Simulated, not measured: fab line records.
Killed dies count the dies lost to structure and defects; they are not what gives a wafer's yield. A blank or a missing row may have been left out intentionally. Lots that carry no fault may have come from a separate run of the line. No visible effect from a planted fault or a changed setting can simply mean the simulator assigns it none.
Split-lot experiment | flow n5Finfet | 21 wafers read across 7 lots, on a route 1938 steps long

== ON THE SPLIT ==
At N5_HKMG_FIN_ETCH_58 (etches SOC in N2/H2, target depth 215.8 nm, time 741 s), the setting sourceW was moved away from the recipe's 875 W on 8 of the 21 wafers read, by -13.9% to +13.5%. For the rest of the wafers, this setting stayed at what the recipe calls for.

The reading comes from the split's own step.

== THE READING ==
rfVppV, in V, at N5_HKMG_FIN_ETCH_58 (etches SOC in N2/H2, target depth 215.8 nm, time 741 s). A value of 99.5 V with a standard deviation of 0.92 V is what fault-free wafers of this fab line usually give.

wafer  | tool, chamber at the split | sourceW as run, W | against the recipe | rfVppV, V | against lot-mates on the recipe
L075.2 | rieDiel-06, 1              | 790               | -9.7%              | 102.5     | +2.8
L075.5 | rieDiel-06, 3              | 875               | recipe             | 99.2      | -
L075.6 | rieDiel-06, 0              | 875               | recipe             | 100.2     | -
L080.1 | rieDiel-02, 0              | 875               | recipe             | 98.5      | -
L080.2 | rieDiel-02, 1              | 875               | recipe             | 100.2     | -
L080.3 | rieDiel-02, 2              | 875               | recipe             | 98.0      | -
L083.1 | rieDiel-06, 0              | 875               | recipe             | 98.0      | -
L083.4 | rieDiel-06, 2              | 875               | recipe             | 98.6      | -
L083.6 | rieDiel-06, 0              | 875               | recipe             | 99.8      | -
L086.2 | rieDiel-02, 0              | 753.7             | -13.9%             | 106.0     | +6.8
L086.3 | rieDiel-02, 3              | 753.7             | -13.9%             | 104.3     | +5.1
L086.4 | rieDiel-02, 1              | 875               | recipe             | 99.2      | -
L087.2 | rieDiel-01, 1              | 974.4             | +11.4%             | 95.8      | -3.8
L087.3 | rieDiel-01, 2              | 974.4             | +11.4%             | 96.6      | -3.0
L087.4 | rieDiel-01, 0              | 875               | recipe             | 99.6      | -
L088.1 | rieDiel-02, 1              | 992.7             | +13.5%             | 95.8      | -5.2
L088.4 | rieDiel-02, 2              | 992.7             | +13.5%             | 95.6      | -5.4
L088.5 | rieDiel-02, 1              | 875               | recipe             | 101.0     | -
L096.2 | rieDiel-01, 2              | 875               | recipe             | 100.4     | -
L096.4 | rieDiel-01, 3              | 875               | recipe             | 100.9     | -
L096.6 | rieDiel-01, 0              | 793.6             | -9.3%              | 104.2     | +3.5

FIT RESULTS
A straight line over all 21 wafers: rfVppV changes by -0.344 V for each +1% of sourceW; r = -0.94; the points scatter about the line by 0.99 V.
The same after taking each lot's own level away (the mean of its wafers on the recipe; 21 wafers): -0.376 V for each +1%; r = -0.97; scatter 0.73 V.
The reading moves by 5.2 V for the largest change in sourceW, on that fit.
Measured against the standard deviation above, the lots' own levels, which go from 98.80 to 101.00 V, span 2.4 times it.
So the lot-to-lot level changes the slope little: the two slopes agree.
Check: with one of the wafers moved furthest among these (-13.9%) left out of the fit, the line predicts +4.89 V for it against its lot-mates. Against them it came out at +6.8 V.
Tool readings at the split's step, against how far the setting was moved: rfVppV r = -0.94.

== THE WHOLE CHAIN: every reading that the file lists as answering this split, in the file's order ==
step                 | what it does                                           | reading                                                                        | change (the file's fit)              | r (the file's)
N5_HKMG_FIN_ETCH_58  | etches SOC in N2/H2, target depth 215.8 nm, time 741 s | rfVppV                                                                         | -0.37 V for each +1% of the setting  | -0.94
N5_HKMG_FIN_ETCH_58  | etches SOC in N2/H2, target depth 215.8 nm, time 741 s | HKMG_FIN.featureDepthNm (the simulator's own value, which no gauge read)       | +1.66 nm for each +1% of the setting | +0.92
N5_HKMG_FIN_ETCH_58  | etches SOC in N2/H2, target depth 215.8 nm, time 741 s | SOC_of_HKMG_FIN_COAT_41.thkNm (the simulator's own value, which no gauge read) | -1.66 nm for each +1% of the setting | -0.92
N5_HKMG_FIN_ETCH_58  | etches SOC in N2/H2, target depth 215.8 nm, time 741 s | etch.depthNm (the simulator's own value, which no gauge read)                  | +1.66 nm for each +1% of the setting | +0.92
N5_HKMG_FIN_STRIP_93 | strips SOC in N2/H2, time 20 s                         | SOC_of_HKMG_FIN_COAT_41.thkNm (the simulator's own value, which no gauge read) | -1.65 nm for each +1% of the setting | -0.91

== FILE'S OWN FIT ==
rfVppV changes by -0.37 V for each +1% of sourceW, r = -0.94.
